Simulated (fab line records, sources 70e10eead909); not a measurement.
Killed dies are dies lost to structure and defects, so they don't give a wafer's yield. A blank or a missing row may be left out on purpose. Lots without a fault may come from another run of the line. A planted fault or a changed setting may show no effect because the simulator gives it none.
Chamber matching | flow nand_harc | NHARC_A_BLC_ETCH_18 on rie_diel-08: 4 sister chambers
The step etches the open film in C4F8/O2/Ar, target depth 910 nm. 7 wafers are shown with their chamber, then 7 later ones without.

WAFERS WITH THEIR CHAMBER
wafer  | chamber | rf_vpp_V (V) | oes_product_au (a.u.)
L215.4 | 3       | 973          | 0.984
L218.3 | 1       | 976          | 0.941
L218.5 | 1       | 977          | 0.937
L219.3 | 0       | 983          | 0.930
L219.6 | 2       | 969          | 0.929
L222.1 | 2       | 970          | 0.960
L222.3 | 0       | 984          | 0.960

WAFERS WITHOUT THEIR CHAMBER
wafer  | rf_vpp_V (V) | oes_product_au (a.u.)
L222.6 | 970          | 0.968
L225.1 | 976          | 0.950
L225.3 | 983          | 0.916
L225.6 | 978          | 0.939
L230.1 | 983          | 0.912
L230.2 | 977          | 0.987
L230.4 | 971          | 0.980

WHICH CHAMBER EACH WENT THROUGH
wafer  | from the rows above     | in truth
L222.6 | 2                       | 2
L225.1 | 1                       | 1
L225.3 | 0                       | 0
L225.6 | 1                       | 1
L230.1 | 0                       | 0
L230.2 | 1                       | 1
L230.4 | can't be placed: 3 or 2 | 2
Placed correctly: 6 of 7. Can't be placed from these rows: 1 (the true chamber is among the candidates in 1). Placed wrongly: 0.
How it was worked out, from the rows above alone: a wafer's distance from a chamber is the root of the sum, over the readings, of the square of ((its reading less the chamber's mean) divided by the reading's scatter). The wafer belongs to the nearest chamber; if the next one is less than 2 further off, it can't be placed. A chamber's mean is the mean of its shown wafers. The scatter: the root of (the sum of the squares of (reading less its chamber's mean) over the shown wafers, divided by (wafers less chambers)).
